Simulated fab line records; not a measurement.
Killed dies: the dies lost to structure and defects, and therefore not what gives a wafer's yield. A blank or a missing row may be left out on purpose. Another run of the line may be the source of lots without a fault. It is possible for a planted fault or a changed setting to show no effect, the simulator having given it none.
3 desks looking at one fault | flow nand-harc | only its own numbers are on each desk; what lay behind them is given at the end

THE DEFECT DESK
Lot by lot, what the route's inspections counted, given as the mean of those sampled wafers with a number. The brackets show how far a lot's mean lies from the usual mean; more than 4 standard deviations puts the lot out of limits, marked OUT.
Columns: A = raw-defect-count at NHARC_A_SLIT_INSPECT_11, usual 22
lot  | first seen here | A
L856 | day 14 21:27    | 24
L854 | day 14 22:23    | 14
L859 | day 15 04:31    | 12
L858 | day 15 16:15    | 23
L865 | day 17 04:05    | 38
L868 | day 17 06:04    | 13
L869 | day 17 22:26    | 33
L872 | day 18 22:16    | 24
L874 | day 18 22:23    | 40
L871 | day 19 04:30    | 11
L875 | day 19 19:22    | 23
L877 | day 20 02:22    | 23
This desk's finding: nothing out of limits on any of the 12 lots.

FROM THE METROLOGY DESK
What the gauges read, lot by lot, whatever tool the lot ran on: means of the sampled wafers that have a number. The brackets show how far a lot's mean lies from the usual mean; more than 4 standard deviations puts the lot out of limits, marked OUT.
Columns: A = cd-nm at NHARC_A_SLIT_CD_MEAS_21, usual 289.7 nm
lot  | first seen here | A
L856 | day 15 00:56    | 289.6
L854 | day 15 02:37    | 289.4
L859 | day 15 08:05    | 289.6
L858 | day 15 21:41    | 289.5
L865 | day 17 10:15    | 290.2
L868 | day 17 13:19    | 289.7
L869 | day 18 01:55    | 290.0
L872 | day 19 01:47    | 289.5
L874 | day 19 01:54    | 289.9
L871 | day 19 09:24    | 287.4
L875 | day 19 22:50    | 289.5
L877 | day 20 05:58    | 290.0
This desk's finding: nothing out of limits on any of the 12 lots.

DESK OF THE TOOL OWNER: rie-metal-03
The tool's own readings at NHARC_A_WL_FILL_ETCHBACK_04 (etches the open film in NF3, target depth 60 nm, time 120 s): means of the sampled wafers that have a number, for each lot that ran on this tool. The brackets show how far a lot's mean lies from the usual mean; more than 4 standard deviations puts the lot out of limits, marked OUT.
Columns: A = drypump-motor-current-A at NHARC_A_WL_FILL_ETCHBACK_04, usual 5.77 A; B = he-backside-leak-sccm at NHARC_A_WL_FILL_ETCHBACK_04, usual 3.25 sccm; C = oes-product-au at NHARC_A_WL_FILL_ETCHBACK_04, usual 1.001 a.u.; D = run-length-s at NHARC_A_WL_FILL_ETCHBACK_04, usual 141.3 s
lot  | first seen here | A    | B    | C     | D
L856 | day 15 17:36    | 5.64 | 3.29 | 0.999 | 141.8
L858 | day 16 14:31    | 5.66 | 3.29 | 1.000 | 141.7
L865 | day 18 00:59    | 5.34 | 3.92 | 1.012 | 145.6 (+10) OUT
L868 | day 18 04:33    | 5.49 | 3.37 | 1.005 | 145.4 (+9.8) OUT
This desk finds L865, L868 out of limits, L865 being first, at day 18 00:59 (run-length-s at NHARC_A_WL_FILL_ETCHBACK_04). Within limits: L856, L858.

PUT TOGETHER
An alarm could have come from the tool owner's desk at day 18 00:59, on L865, L868.
Nothing out of limits was seen by the defect desk.
From the metrology desk's view, nothing was out of limits.
The defect desk has L865, L868 on record, within its limits.
The metrology desk holds a record of L865, L868, inside its limits.
On rie-metal-03, each named lot ran NHARC_A_WL_FILL_ETCHBACK_04.

WHAT HAD BEEN PUT IN BY THE SIMULATOR
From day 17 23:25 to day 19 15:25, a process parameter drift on rie-metal-03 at NHARC_A_WL_FILL_ETCHBACK_04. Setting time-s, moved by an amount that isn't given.
Lots struck among those shown: L865, L868.
Hours from the fault's start to each desk's first reading out of limits: the tool owner's desk, 2.
